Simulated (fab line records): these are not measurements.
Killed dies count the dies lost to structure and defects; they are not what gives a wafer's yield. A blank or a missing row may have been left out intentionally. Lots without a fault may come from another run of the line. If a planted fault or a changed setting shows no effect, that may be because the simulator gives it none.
fab line records ; flow nand-harc
[record] lots = 12; wafers = 36; last-day = 33
route steps=1302 shown A_BONDPAD@1231 THIN_TSV@1265 END@1302
lots that met no fault: from a run of the same line without faults
start-h: hours from the record's opening day to when the first of the lot's shown wafers began ; wait-h: time in hours since the lot's previous step ; " repeats the value in the row above ; L1.1+2: a single row standing in for several wafers ; - no value, or no start was given ; * or withheld: withheld ; < > ~ a bound
route shown NAME@n: names a module that has steps shown in the file, with the first one's number in the route ; usual: mean and standard deviation over wafers with no fault ; same: alike in all rows ; chamber/n: place in a boat ; sites: the reading at each site ; _std_site: the values' standard deviation ; _edge_site: outer sites' mean less inner sites' ; radius-mm: how far each site lies from the wafer's centre ; mask NAME#n: copy n ; behind: tool/chamber where the wafer was last shaped ; hold: cause of the lot's hold/its duration in hours/its outcome ; device: which transistor (n, p or np) failed to switch ; end of line: the tests these same wafers got at the end of their route ; a step given without rows: its recipe and nothing more ; killed: dies lost to structure and defects at the first sort, not the wafer's yield ; map: dies across one wafer; x = killed, . = not, _ = none there
set.NAME: the setting that was run; set.NAME@STEP: the one run at that earlier step ; model.NAME: the simulator's own value behind a step, which no gauge read
the route's steps for a sample of lots (tables are steps, rows are wafers)
services: when a tool's chamber went out of use (start-h, in hours from the record's first day, below 0 if earlier), for how many hours, and the reason
[[steps]]
[step NHARC_A_BONDPAD_CMP_19]
[recipe] t-overpolish-s = 30; cu-recess-touch-s = 16; target-thk-nm = 169.82
[usual] motor-current-A = 12.5/1.4; overpolish-run-s = 29.999/0.0092; pad-life-wafers = 149/95; slurry-filter-dp-kPa = 13.50/0.14
[same] cu-recess-touch-s = 16
lot.wafer;tool;chamber;start-h;wait-h;motor-current-A;overpolish-run-s;pad-life-wafers;slurry-filter-dp-kPa
L715.3;cmp-02;0;546.59;-;11.9;29.993;67;13.55
L715.4;cmp-02;1;546.59;-;13.5;29.998;68;13.42
L715.1;cmp-02;2;546.59;-;11.4;29.988;69;13.60
L714.2;cmp-04;1;548.51;-;15.1;30.008;168;13.42
L714.3;cmp-04;2;548.51;-;13.3;30.000;169;13.92
L714.4;cmp-04;0;548.51;-;10.4;30.004;171;13.36
L716.1;cmp-03;1;582.94;-;12.7;29.999;72;13.69
L716.2;cmp-03;2;582.94;-;11.2;29.978;73;13.63
L716.6;cmp-03;2;582.94;-;11.6;30.005;-;13.46
L719.1;cmp-03;1;586.83;-;13.3;30.007;84;13.61
L719.4;cmp-03;2;586.83;-;11.0;29.998;85;13.25
L719.5;cmp-03;2;586.83;-;11.2;29.979;-;13.67
L717.2;cmp-03;3;607.90;-;12.0;29.997;169;13.77
L717.4;cmp-03;1;607.90;-;14.4;30.008;171;13.48
L717.6;cmp-03;2;607.90;-;10.9;30.023;-;13.73
L726.2;cmp-02;1;665.67;-;12.9;30.000;150;13.34
L726.1;cmp-02;2;665.67;-;11.0;29.993;151;13.31
L726.6;cmp-02;1;665.67;-;13.3;30.003;-;13.52
L727.1;cmp-03;1;702.40;-;13.6;30.001;151;13.51
L727.3;cmp-03;3;702.40;-;12.1;29.986;153;13.61
L727.5;cmp-03;0;702.40;-;12.6;29.993;-;13.66
L730.4;cmp-04;2;715.01;-;13.7;30.006;43;13.49
L730.6;cmp-04;1;715.01;-;15.4;30.013;-;13.35
L730.5;cmp-04;2;715.01;-;13.5;30.005;-;13.49
L732.4;cmp-04;2;730.48;-;13.1;30.009;116;13.46
L732.1;cmp-04;3;730.48;-;11.6;30.009;117;13.57
L732.5;cmp-04;0;730.48;-;10.9;30.013;-;13.59
L733.4;cmp-04;0;732.56;-;10.5;30.015;120;13.48
L733.1;cmp-04;1;732.56;-;15.2;30.006;121;13.56
L733.5;cmp-04;1;732.56;-;15.5;30.011;-;13.42
L735.1;cmp-04;0;756.59;-;11.2;30.016;240;13.29
L735.4;cmp-04;1;756.59;-;14.9;29.997;241;13.56
L735.6;cmp-04;0;756.59;-;10.4;29.991;-;13.39
L734.1;cmp-02;0;759.20;-;11.4;29.984;139;13.61
L734.3;cmp-02;2;759.20;-;11.3;29.993;141;13.32
L734.5;cmp-02;0;759.20;-;11.4;29.995;-;13.38
[step NHARC_THIN_TSV_STRIP_45]
[recipe] power-w = 1500; temp-c = 250; chemistry = O2
[usual] drypump-motor-current-A = 6.0/0.37; heater-power-w = 316/23; rf-refl-power-W = 23.0/2.4
lot.wafer;tool;chamber;start-h;wait-h;drypump-motor-current-A;heater-power-w;rf-hours-counter-h;rf-refl-power-W
L715.1;plasma-asher-02;1;558.72;0.2;5.5;274;28;24.4
L715.4;plasma-asher-02;1;558.72;0.2;5.5;281;-;24.0
L715.3;plasma-asher-02;0;558.72;0.2;6.4;338;-;22.2
L714.2;plasma-asher-02;1;562.35;0.1;5.5;266;28;-
L714.4;plasma-asher-02;1;562.35;0.1;5.5;264;-;-
L714.3;plasma-asher-02;0;562.35;0.1;6.4;338;-;-
L716.1;plasma-asher-02;0;596.83;0.1;6.4;339;34;-
L716.2;plasma-asher-02;1;596.83;0.1;5.5;275;34;-
L716.6;plasma-asher-02;1;596.83;0.1;5.5;273;-;-
L719.1;plasma-asher-01;0;604.63;0.1;6.2;339;15;26.2
L719.4;plasma-asher-01;1;604.63;0.1;5.7;325;-;19.6
L719.5;plasma-asher-01;0;604.63;0.1;6.2;338;-;26.0
L717.2;plasma-asher-01;1;623.55;0.1;5.7;321;19;-
L717.4;plasma-asher-01;1;623.55;0.1;5.7;325;-;-
L717.6;plasma-asher-01;1;623.55;0.1;5.7;333;-;-
L726.2;plasma-asher-02;1;679.69;0.1;5.6;279;14;-
L726.1;plasma-asher-02;0;679.69;0.1;6.4;325;14;-
L726.6;plasma-asher-02;1;679.69;0.1;5.5;284;-;-
L727.1;plasma-asher-01;1;716.55;0.1;5.7;323;3;-
L727.3;plasma-asher-01;1;716.55;0.1;5.7;337;-;-
L727.5;plasma-asher-01;1;716.55;0.1;5.7;322;-;-
L730.4;plasma-asher-01;0;729.48;0.2;6.2;331;-;-
L730.5;plasma-asher-01;1;729.48;0.2;5.7;325;-;-
L730.6;plasma-asher-01;0;729.48;0.2;6.2;330;-;-
L732.1;plasma-asher-01;0;748.37;0.1;6.2;327;9;25.8
L732.4;plasma-asher-01;1;748.37;0.1;5.7;326;-;19.6
L732.5;plasma-asher-01;1;748.37;0.1;5.7;319;-;20.4
L733.1;plasma-asher-02;1;749.61;0.1;5.5;282;29;-
L733.4;plasma-asher-02;0;749.61;0.1;6.4;321;-;-
L733.5;plasma-asher-02;0;749.61;0.1;6.4;314;-;-
L735.1;plasma-asher-02;0;770.29;0.1;6.4;318;33;22.0
L735.4;plasma-asher-02;0;770.29;0.1;6.5;328;-;21.4
L735.6;plasma-asher-02;0;770.29;0.1;6.4;326;-;21.5
L734.1;plasma-asher-01;0;771.50;0.1;6.2;328;14;25.5
L734.3;plasma-asher-01;0;771.50;0.1;6.2;332;-;25.1
L734.5;plasma-asher-01;0;771.50;0.1;6.2;332;-;25.5
[step NHARC_THIN_TSV_ETCHBACK_48]
[recipe] target-depth-a = 10285; over-etch-frac = 0.3; time-s = 405.17; ion-energy-ev = 250; c4f8-flow-sccm = withheld; ar-flow-sccm = withheld; rf-w = 600; bias-w = 300; chemistry = C4F8/Ar
[usual] oes-product-au = 0.95/0.038; over-etch-frac = 0.3/0; rf-vpp-V = 547.3/2.3
lot.wafer;tool;chamber;start-h;wait-h;oes-product-au;over-etch-frac;rf-hours-counter-h;rf-vpp-V
L715.3;rie-diel-07;1;559.93;-;0.93;0.3;5;547.1
L715.4;rie-diel-07;3;559.93;-;0.93;0.3;5;548.1
L715.1;rie-diel-07;0;559.93;-;0.94;0.3;5;544.5
L714.2;rie-diel-07;2;563.54;-;0.92;0.3;6;546.4
L714.3;rie-diel-07;3;563.54;-;0.93;0.3;5;549.9
L714.4;rie-diel-07;1;563.54;-;0.93;0.3;5;547.1
L716.2;rie-diel-11;3;598.08;-;1.01;0.3;9;551.1
L716.1;rie-diel-11;1;598.08;-;0.97;0.3;9;549.0
L716.6;rie-diel-11;3;598.08;-;0.99;0.3;-;552.8
L719.1;rie-diel-10;1;605.83;-;1.00;0.3;0;545.8
L719.5;rie-diel-10;3;605.83;-;1.01;0.3;-;549.4
L719.4;rie-diel-10;0;605.83;-;1.01;0.3;-;549.3
L717.2;rie-diel-10;1;624.87;-;1.00;0.3;1;545.3
L717.6;rie-diel-10;3;624.87;-;1.01;0.3;-;549.4
L717.4;rie-diel-10;1;624.87;-;0.99;0.3;-;546.2
L726.1;rie-diel-10;0;680.92;-;0.95;0.26455;4;547.8
L726.2;rie-diel-10;2;680.92;-;0.92;0.3;3;543.9
L726.6;rie-diel-10;0;680.92;-;0.94;0.26455;-;548.6
L727.3;rie-diel-07;1;717.75;-;0.92;0.3;4;546.2
L727.1;rie-diel-07;3;717.75;-;0.93;0.3;5;547.9
L727.5;rie-diel-07;3;717.75;-;0.93;0.3;-;545.9
L730.4;rie-diel-11;3;730.82;-;0.94;0.3;6;552.0
L730.6;rie-diel-11;0;730.82;-;0.92;0.3;-;547.7
L730.5;rie-diel-11;1;730.82;-;0.91;0.3;-;548.2
L732.1;rie-diel-07;0;749.64;-;0.93;0.3;6;543.6
L732.4;rie-diel-07;1;749.64;-;0.91;0.3;6;544.8
L732.5;rie-diel-07;3;749.64;-;0.93;0.3;-;547.5
L733.4;rie-diel-10;2;750.81;-;0.92;0.3;6;542.9
L733.1;rie-diel-10;3;750.81;-;0.99;0.3;7;550.5
L733.5;rie-diel-10;1;750.81;-;0.91;0.3;-;546.0
L735.1;rie-diel-07;2;771.61;0.5;0.92;0.3;7;546.2
L735.4;rie-diel-07;0;771.61;0.5;0.93;0.3;7;544.1
L735.6;rie-diel-07;2;771.61;0.5;0.92;0.3;-;545.9
L734.3;rie-diel-11;0;772.88;0.4;0.92;0.3;11;547.2
L734.1;rie-diel-11;1;772.88;0.4;0.90;0.3;11;548.8
L734.5;rie-diel-11;3;772.88;0.4;0.93;0.3;-;550.5
[step NHARC_THIN_TSV_DEGAS_53]
[recipe] temp-c = 300; time-s = 60
[usual] heater-power-w = 478/51; susceptor-temp-C = 299.98/0.18
lot.wafer;tool;chamber;start-h;wait-h;heater-power-w;susceptor-temp-C
L715.1;pvd-sputter-01;-;562.45;0.1;481;300.09
L715.4;pvd-sputter-01;-;562.45;0.1;505;300.30
L715.3;pvd-sputter-01;-;562.45;0.1;425;300.03
L714.3;pvd-sputter-02;-;566.05;0.1;451;300.25
L714.2;pvd-sputter-02;-;566.05;0.1;533;299.97
L714.4;pvd-sputter-02;-;566.05;0.1;495;300.18
L716.2;pvd-sputter-01;-;600.60;0.1;511;300.09
L716.1;pvd-sputter-01;-;600.60;0.1;511;300.02
L716.6;pvd-sputter-01;-;600.60;0.1;503;300.21
L719.1;pvd-sputter-01;-;608.44;0.1;408;299.84
L719.4;pvd-sputter-01;-;608.44;0.1;521;299.79
L719.5;pvd-sputter-01;-;608.44;0.1;410;300.06
L717.2;pvd-sputter-01;-;627.37;0.1;515;300.27
L717.4;pvd-sputter-01;-;627.37;0.1;388;299.84
L717.6;pvd-sputter-01;-;627.37;0.1;404;299.96
L726.2;pvd-sputter-01;-;683.41;0.1;416;-
L726.1;pvd-sputter-01;-;683.41;0.1;505;-
L726.6;pvd-sputter-01;-;683.41;0.1;397;-
L727.3;pvd-sputter-03;-;720.36;0.1;464;300.14
L727.1;pvd-sputter-03;-;720.36;0.1;417;299.88
L727.5;pvd-sputter-03;-;720.36;0.1;577;299.81
L730.4;pvd-sputter-02;-;733.32;0.1;558;299.79
L730.5;pvd-sputter-02;-;733.32;0.1;497;300.02
L730.6;pvd-sputter-02;-;733.32;0.1;492;299.89
L732.1;pvd-sputter-02;-;752.09;0.1;534;299.78
L732.4;pvd-sputter-02;-;752.09;0.1;512;299.76
L732.5;pvd-sputter-02;-;752.09;0.1;540;299.95
L733.1;pvd-sputter-02;-;753.31;0.1;508;300.00
L733.4;pvd-sputter-02;-;753.31;0.1;513;300.32
L733.5;pvd-sputter-02;-;753.31;0.1;493;300.03
L735.1;pvd-sputter-03;-;774.10;0.1;438;300.11
L735.4;pvd-sputter-03;-;774.10;0.1;473;300.06
L735.6;pvd-sputter-03;-;774.10;0.1;544;299.61
L734.1;pvd-sputter-01;-;775.35;0.1;390;300.25
L734.3;pvd-sputter-01;-;775.35;0.1;512;299.98
L734.5;pvd-sputter-01;-;775.35;0.1;408;300.19
[step NHARC_END_SORT_01]
[recipe] temp-c = 25
[usual] defect-limited-yield = 89.9/2.9; killed-at-array = 64/20; killed-at-other = 0.7/1.1; killed-at-periphery = 3.6/2.7; killed-dies = 68/20; killed-open = 2.8/1.9; killed-short = 2.3/1.5
[same] gross-dies = 677
lot.wafer;tool;chamber;start-h;wait-h;defect-limited-yield[%];killed-at-array;killed-at-other;killed-at-periphery;killed-dies;killed-open;killed-short
L715.1;prober-02;0;571.61;2.5;90.0;64;0;4;68;1;4
L715.3;prober-02;0;573.21;3.1;88.6;75;0;2;77;1;1
L715.4;prober-02;0;574.01;3.4;89.1;73;0;1;74;2;2
L714.2;prober-01;0;580.14;2.8;83.5;110;0;2;112;3;3
L714.3;prober-01;0;580.93;3.1;84.0;106;1;1;108;2;5
L714.4;prober-01;0;581.72;3.4;83.0;112;1;2;115;0;5
L716.1;prober-02;0;610.81;2.5;91.7;54;0;2;56;2;1
L716.2;prober-02;0;611.63;2.8;92.5;47;0;4;51;4;1
L716.6;prober-02;0;614.87;4.1;90.5;60;0;4;64;0;6
L719.1;prober-01;0;619.43;2.5;92.8;45;1;3;49;1;3
L719.4;prober-01;0;621.82;3.4;92.6;44;3;3;50;5;1
L719.5;prober-01;0;622.62;3.7;92.2;48;4;1;53;1;1
L717.2;prober-02;0;638.52;2.8;91.9;49;2;4;55;2;2
L717.4;prober-02;0;640.12;3.4;90.5;56;3;5;64;3;3
L717.6;prober-02;0;641.73;4.0;91.4;54;3;1;58;1;1
L726.1;prober-01;0;696.64;2.5;93.1;38;0;9;47;1;1
L726.2;prober-01;0;697.44;2.8;91.9;43;0;12;55;3;3
L726.6;prober-01;0;700.65;4.0;91.4;49;2;7;58;4;2
L727.1;prober-02;0;730.63;2.5;87.0;85;1;2;88;9;2
L727.3;prober-02;0;732.24;3.1;90.0;68;0;0;68;1;1
L727.5;prober-02;0;733.85;3.7;87.6;83;0;1;84;3;6
L730.4;prober-01;0;748.42;3.4;86.1;91;0;3;94;3;2
L730.5;prober-01;0;749.22;3.7;86.0;84;3;8;95;9;3
L730.6;prober-01;0;750.02;4.0;87.4;80;1;4;85;1;0
L732.1;prober-01;0;762.14;2.5;89.8;65;0;4;69;3;5
L732.4;prober-01;0;764.56;3.4;88.3;69;1;9;79;6;3
L732.5;prober-01;0;765.37;3.7;91.3;53;0;6;59;1;3
L733.1;prober-02;0;767.82;2.5;93.1;45;0;2;47;2;0
L733.4;prober-02;0;770.21;3.4;90.7;61;0;2;63;3;4
L733.5;prober-02;0;771.01;3.7;91.0;59;0;2;61;0;2
L735.1;prober-01;0;784.89;2.5;90.0;65;1;2;68;5;3
L735.4;prober-01;0;787.26;3.4;90.5;60;1;3;64;3;5
L735.6;prober-01;0;788.84;4.0;91.0;59;0;2;61;3;2
L734.1;prober-02;0;784.91;2.5;92.8;43;0;6;49;1;1
L734.3;prober-02;0;786.52;3.1;92.2;52;0;1;53;2;2
L734.5;prober-02;0;788.14;3.7;92.8;48;0;1;49;2;2
// killed by level:class
L715.1 A_CHANNEL_HOLE_D1:chamber-film-flake=28 A_CHANNEL_HOLE_D2:chamber-film-flake=21 A_CHANNEL_FILL_D1:chamber-film-flake=5 A_STAIRCASE:chamber-film-flake=3 A_CONTACT:chamber-film-flake=3 P_CONTACT:geometric-particle:short=1 P_M0:geometric-particle:short=1 A_SOURCE_PLATE:geometric-particle:short=1
L715.3 A_CHANNEL_HOLE_D2:chamber-film-flake=42 A_CHANNEL_HOLE_D1:chamber-film-flake=27 A_CHANNEL_FILL_D1:chamber-film-flake=3 P_M0:chamber-film-flake=2 A_CHANNEL_FILL_D1:geometric-particle:short=1 A_M0:geometric-particle:open=1 A_CONTACT:chamber-film-flake=1
L715.4 A_CHANNEL_HOLE_D2:chamber-film-flake=32 A_CHANNEL_HOLE_D1:chamber-film-flake=29 A_CONTACT:chamber-film-flake=4 A_CHANNEL_FILL_D1:chamber-film-flake=2 A_ONON_D2:geometric-particle:short=1 A_ONON_D2:geometric-particle:open=1 A_CHANNEL_HOLE_D2:geometric-particle:short=1 A_CHANNEL_FILL_D2:geometric-particle:open=1
L714.2 A_CHANNEL_HOLE_D1:chamber-film-flake=32 A_SLIT:chamber-film-flake=30 A_CHANNEL_HOLE_D2:chamber-film-flake=29 A_STAIRCASE:chamber-film-flake=8 A_CONTACT:chamber-film-flake=4 P_GATE:chamber-film-flake=2 A_SOURCE_PLATE:geometric-particle:short=1 A_DECK1_JOINT:geometric-particle:short=1
L714.3 A_CHANNEL_HOLE_D2:chamber-film-flake=33 A_CHANNEL_HOLE_D1:chamber-film-flake=28 A_SLIT:chamber-film-flake=24 A_STAIRCASE:chamber-film-flake=7 A_CONTACT:chamber-film-flake=6 A_DECK1_JOINT:geometric-particle:short=2 A_CHANNEL_HOLE_D1:geometric-particle:short=1 A_ONON_D2:geometric-particle:open=1
L714.4 A_CHANNEL_HOLE_D1:chamber-film-flake=39 A_CHANNEL_HOLE_D2:chamber-film-flake=33 A_SLIT:chamber-film-flake=23 A_STAIRCASE:chamber-film-flake=9 A_WL_FILL:geometric-particle:short=2 A_ZERO_WELL:chamber-film-flake=2 A_CONTACT:chamber-film-flake=2 A_CHANNEL_FILL_D1:geometric-particle:short=1
L716.1 A_CHANNEL_HOLE_D2:chamber-film-flake=37 A_STAIRCASE:chamber-film-flake=4 A_CONTACT:chamber-film-flake=4 A_M1:chamber-film-flake=3 A_CHANNEL_HOLE_D1:chamber-film-flake=2 A_SGD_CUT:chamber-film-flake=2 P_CONTACT:geometric-particle:open=1 A_ONON_D2:geometric-particle:short=1
L716.2 A_CHANNEL_HOLE_D2:chamber-film-flake=33 A_SGD_CUT:chamber-film-flake=4 A_STAIRCASE:chamber-film-flake=3 P_ZERO_WELL:chamber-film-flake=2 A_CHANNEL_HOLE_D1:chamber-film-flake=2 P_CONTACT:geometric-particle:open=1 P_M0:geometric-particle:open=1 A_ONON_D1:geometric-particle:open=1
L716.6 A_CHANNEL_HOLE_D2:chamber-film-flake=37 A_SGD_CUT:chamber-film-flake=7 A_STAIRCASE:chamber-film-flake=5 A_M1:chamber-film-flake=3 P_ZERO_WELL:chamber-film-flake=2 A_CONTACT:chamber-film-flake=2 P_BONDPAD:geometric-particle:short=1 A_ONON_D1:geometric-particle:short=1
L719.1 A_SLIT:chamber-film-flake=27 A_CHANNEL_HOLE_D2:chamber-film-flake=8 A_CHANNEL_FILL_D2:geometric-particle:short=2 P_ZERO_WELL:chamber-film-flake=2 A_CHANNEL_HOLE_D1:chamber-film-flake=2 A_CHANNEL_FILL_D1:chamber-film-flake=2 P_M1:geometric-particle:short=1 A_ONON_D2:geometric-particle:open=1
L719.4 A_SLIT:chamber-film-flake=25 A_CHANNEL_HOLE_D2:chamber-film-flake=8 A_CHANNEL_FILL_D1:chamber-film-flake=3 THIN_TSV:chamber-film-flake=3 P_M0:geometric-particle:open=2 A_CHANNEL_HOLE_D1:chamber-film-flake=2 A_ONON_D1:geometric-particle:open=1 A_DECK1_JOINT:geometric-particle:open=1
L719.5 A_SLIT:chamber-film-flake=31 A_CHANNEL_HOLE_D2:chamber-film-flake=5 A_CHANNEL_HOLE_D1:chamber-film-flake=4 THIN_TSV:chamber-film-flake=3 A_CONTACT:chamber-film-flake=2 A_SOURCE_PLATE:geometric-particle:short=1 A_WL_FILL:geometric-particle:open=1 P_ZERO_WELL:chamber-film-flake=1
L717.2 A_CHANNEL_HOLE_D1:chamber-film-flake=29 A_CHANNEL_HOLE_D2:chamber-film-flake=13 A_CHANNEL_FILL_D1:chamber-film-flake=2 A_CONTACT:chamber-film-flake=2 THIN_TSV:chamber-film-flake=2 P_CONTACT:geometric-particle:open=1 P_M0:geometric-particle:open=1 A_CHANNEL_FILL_D1:geometric-particle:short=1
L717.4 A_CHANNEL_HOLE_D1:chamber-film-flake=25 A_CHANNEL_HOLE_D2:chamber-film-flake=15 A_CHANNEL_FILL_D1:chamber-film-flake=4 A_SLIT:chamber-film-flake=3 THIN_TSV:chamber-film-flake=3 P_GATE:chamber-film-flake=2 A_STAIRCASE:chamber-film-flake=2 A_CONTACT:chamber-film-flake=2
L717.6 A_CHANNEL_HOLE_D1:chamber-film-flake=33 A_CHANNEL_HOLE_D2:chamber-film-flake=11 THIN_TSV:chamber-film-flake=3 A_WL_FILL:chamber-film-flake=2 A_CONTACT:chamber-film-flake=2 A_M1:chamber-film-flake=2 A_CHANNEL_FILL_D2:geometric-particle:short=1 A_CONTACT:geometric-particle:open=1
L726.1 A_CHANNEL_HOLE_D1:chamber-film-flake=30 P_STI:chamber-film-flake=4 A_STAIRCASE:chamber-film-flake=4 P_ZERO_WELL:chamber-film-flake=3 A_CONTACT:chamber-film-flake=2 P_CONTACT:geometric-particle:short=1 A_ONON_D1:geometric-particle:open=1 P_CONTACT:chamber-film-flake=1
L726.2 A_CHANNEL_HOLE_D1:chamber-film-flake=29 P_CONTACT:chamber-film-flake=5 P_STI:chamber-film-flake=4 A_CONTACT:chamber-film-flake=4 A_SLIT:chamber-film-flake=2 A_CHANNEL_FILL_D2:chamber-film-flake=2 P_GATE:geometric-particle:short=1 P_M0:geometric-particle:short=1
L726.6 A_CHANNEL_HOLE_D1:chamber-film-flake=27 A_SLIT:chamber-film-flake=5 A_CONTACT:chamber-film-flake=5 A_CHANNEL_HOLE_D2:chamber-film-flake=4 A_CHANNEL_FILL_D2:chamber-film-flake=3 P_ZERO_WELL:chamber-film-flake=2 P_GATE:geometric-particle:open=1 P_M0:geometric-particle:short=1
L727.1 A_CHANNEL_HOLE_D1:chamber-film-flake=31 A_CHANNEL_HOLE_D2:chamber-film-flake=24 A_CONTACT:chamber-film-flake=8 A_SLIT:chamber-film-flake=6 A_STAIRCASE:chamber-film-flake=3 A_CHANNEL_FILL_D2:geometric-particle:open=2 A_WL_FILL:chamber-film-flake=2 P_STI:geometric-particle:short=1
L727.3 A_CHANNEL_HOLE_D1:chamber-film-flake=27 A_CHANNEL_HOLE_D2:chamber-film-flake=25 A_CONTACT:chamber-film-flake=5 A_SLIT:chamber-film-flake=3 A_DECK1_JOINT:chamber-film-flake=3 A_STAIRCASE:chamber-film-flake=2 A_CHANNEL_FILL_D2:geometric-particle:open=1 A_SGD_CUT:geometric-particle:short=1
L727.5 A_CHANNEL_HOLE_D1:chamber-film-flake=39 A_CHANNEL_HOLE_D2:chamber-film-flake=25 A_SLIT:chamber-film-flake=7 A_ONON_D1:geometric-particle:short=2 A_CHANNEL_FILL_D2:geometric-particle:short=2 A_CONTACT:chamber-film-flake=2 P_M1:geometric-particle:open=1 A_CHANNEL_HOLE_D1:geometric-particle:open=1
L730.4 A_CHANNEL_HOLE_D1:chamber-film-flake=33 A_CHANNEL_HOLE_D2:chamber-film-flake=26 A_CONTACT:chamber-film-flake=14 A_SLIT:chamber-film-flake=8 A_STAIRCASE:chamber-film-flake=4 A_CHANNEL_FILL_D2:geometric-particle:open=2 P_GATE:chamber-film-flake=2 A_CHANNEL_FILL_D1:geometric-particle:short=1
L730.5 A_CHANNEL_HOLE_D2:chamber-film-flake=34 A_CHANNEL_HOLE_D1:chamber-film-flake=33 A_CONTACT:chamber-film-flake=5 HYBRID_BOND:chamber-film-flake=3 P_M0:geometric-particle:open=2 A_WL_FILL:geometric-particle:open=2 P_GATE:chamber-film-flake=2 A_STAIRCASE:chamber-film-flake=2
L730.6 A_CHANNEL_HOLE_D1:chamber-film-flake=32 A_CHANNEL_HOLE_D2:chamber-film-flake=32 A_CONTACT:chamber-film-flake=10 A_SLIT:chamber-film-flake=4 P_STI:chamber-film-flake=2 A_STAIRCASE:chamber-film-flake=2 STARTING-WAFER:geometric-particle:open=1 P_ZERO_WELL:chamber-film-flake=1
L732.1 A_SLIT:chamber-film-flake=33 A_CHANNEL_HOLE_D1:chamber-film-flake=11 A_CHANNEL_FILL_D1:chamber-film-flake=4 A_STAIRCASE:chamber-film-flake=4 A_CONTACT:chamber-film-flake=4 A_WL_FILL:geometric-particle:short=2 P_STI:geometric-particle:short=1 P_M0:geometric-particle:short=1
L732.4 A_SLIT:chamber-film-flake=32 A_CHANNEL_HOLE_D1:chamber-film-flake=19 A_CONTACT:chamber-film-flake=3 A_M0:geometric-particle:open=2 P_GATE:chamber-film-flake=2 P_M0:chamber-film-flake=2 A_CHANNEL_HOLE_D2:chamber-film-flake=2 A_STAIRCASE:chamber-film-flake=2
L732.5 A_SLIT:chamber-film-flake=29 A_CHANNEL_HOLE_D1:chamber-film-flake=8 A_STAIRCASE:chamber-film-flake=5 A_CONTACT:chamber-film-flake=5 P_M0:chamber-film-flake=4 P_M1:chamber-film-flake=2 A_CHANNEL_HOLE_D1:geometric-particle:short=1 A_CONTACT:geometric-particle:open=1
L733.1 A_CHANNEL_HOLE_D2:chamber-film-flake=25 A_CHANNEL_HOLE_D1:chamber-film-flake=9 A_CONTACT:chamber-film-flake=5 A_SLIT:chamber-film-flake=4 A_STAIRCASE:chamber-film-flake=2 P_GATE:geometric-particle:open=1 P_CONTACT:geometric-particle:open=1
L733.4 A_CHANNEL_HOLE_D2:chamber-film-flake=20 A_CHANNEL_HOLE_D1:chamber-film-flake=17 A_CONTACT:chamber-film-flake=5 A_STAIRCASE:chamber-film-flake=5 A_SLIT:chamber-film-flake=5 P_GATE:chamber-film-flake=2 A_CHANNEL_FILL_D2:chamber-film-flake=2 A_ONON_D1:geometric-particle:open=1
L733.5 A_CHANNEL_HOLE_D2:chamber-film-flake=26 A_CHANNEL_HOLE_D1:chamber-film-flake=16 A_SLIT:chamber-film-flake=7 A_STAIRCASE:chamber-film-flake=3 A_CONTACT:chamber-film-flake=3 A_CHANNEL_HOLE_D1:geometric-particle:short=1 A_WL_FILL:geometric-particle:short=1 P_STI:chamber-film-flake=1
L735.1 A_CHANNEL_HOLE_D2:chamber-film-flake=32 A_CHANNEL_HOLE_D1:chamber-film-flake=18 A_SLIT:chamber-film-flake=6 P_M0:geometric-particle:open=2 A_WL_FILL:geometric-particle:short=2 A_CHANNEL_FILL_D1:chamber-film-flake=2 A_ONON_D1:geometric-particle:open=1 A_DECK1_JOINT:geometric-particle:open=1
L734.1 A_CHANNEL_HOLE_D1:chamber-film-flake=16 A_STAIRCASE:chamber-film-flake=10 A_SLIT:chamber-film-flake=8 P_ZERO_WELL:chamber-film-flake=5 A_CONTACT:chamber-film-flake=4 A_WL_FILL:chamber-film-flake=2 P_GATE:geometric-particle:open=1 A_ONON_D2:geometric-particle:short=1
L734.3 A_CHANNEL_HOLE_D1:chamber-film-flake=20 A_SLIT:chamber-film-flake=10 A_STAIRCASE:chamber-film-flake=8 A_CONTACT:chamber-film-flake=7 A_WL_FILL:chamber-film-flake=2 A_CHANNEL_HOLE_D1:geometric-particle:short=1 A_WL_FILL:geometric-particle:short=1 A_WL_FILL:geometric-particle:open=1
L735.4 A_CHANNEL_HOLE_D2:chamber-film-flake=19 A_CHANNEL_HOLE_D1:chamber-film-flake=15 A_SLIT:chamber-film-flake=9 A_CHANNEL_FILL_D1:chamber-film-flake=5 A_STAIRCASE:chamber-film-flake=4 P_M2:geometric-particle:open=2 A_WL_FILL:chamber-film-flake=2 A_ONON_D1:geometric-particle:short=1
L734.5 A_CHANNEL_HOLE_D1:chamber-film-flake=14 A_SLIT:chamber-film-flake=9 A_STAIRCASE:chamber-film-flake=8 A_CONTACT:chamber-film-flake=6 A_WL_FILL:chamber-film-flake=4 A_SGD_CUT:geometric-particle:open=1 A_WL_FILL:geometric-particle:short=1 A_WL_FILL:geometric-particle:open=1
L735.6 A_CHANNEL_HOLE_D2:chamber-film-flake=25 A_CHANNEL_HOLE_D1:chamber-film-flake=11 A_SLIT:chamber-film-flake=10 A_CHANNEL_FILL_D1:chamber-film-flake=4 A_STAIRCASE:chamber-film-flake=2 P_CONTACT:geometric-particle:open=1 A_CHANNEL_FILL_D1:geometric-particle:short=1 A_CHANNEL_FILL_D2:geometric-particle:short=1
[[services]]
tool;chamber;start-h;hours;kind
rie-diel-10;-;534.92;1.6;repair
cmp-04;-;542.94;0.5;repair
cmp-03;-;557.19;4.0;pm
cmp-04;-;564.73;4.1;repair
pvd-sputter-01;-;582.14;10.0;pm
rie-diel-10;3;585.46;3.2;repair
rie-diel-10;-;596.50;9.0;pm
cmp-04;-;601.93;4.0;pm
plasma-asher-02;-;603.37;9.0;pm
plasma-asher-02;-;618.41;0.4;repair
pvd-sputter-01;-;621.43;1.5;repair
rie-diel-10;2;621.59;7.9;repair
pvd-sputter-02;-;638.00;10.0;pm
rie-diel-07;-;648.20;9.0;pm
cmp-03;-;655.19;4.0;pm
plasma-asher-02;-;673.09;0.9;repair
pvd-sputter-02;-;683.12;1.9;repair
plasma-asher-01;-;696.08;9.0;pm
cmp-04;-;699.93;4.0;pm
rie-diel-07;2;702.83;16.4;repair
cmp-04;-;712.92;1.9;repair
rie-diel-10;3;716.70;12.4;repair
cmp-04;-;741.14;0.4;repair
pvd-sputter-01;-;760.14;10.0;pm
[[key]]
[first-sign] step = NHARC_THIN_TSV_ETCHBACK_48; reading = over-etch-frac; direction = down; sigmas = 99+; usual = 0.3; struck = 0.26455
effect none on later readings
met-at NHARC_THIN_TSV_ETCHBACK_48
struck-lots L726
struck-wafers L726.1,L726.6
not-acting-at NHARC_A_BONDPAD_CMP_19,NHARC_THIN_TSV_STRIP_45,NHARC_THIN_TSV_DEGAS_53
onset-between 624.87 680.92
[fault] kind = process-parameter-drift; tool = rie-diel-10; chamber = -; onset-h = 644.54; steps = NHARC_THIN_TSV_ETCHBACK_48; channel = over-etch-frac; offset = -0.035448; shape = step; end-h = 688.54; scope = struck-wafers-only; acts-in = these-recipes-only; stated = 0.3
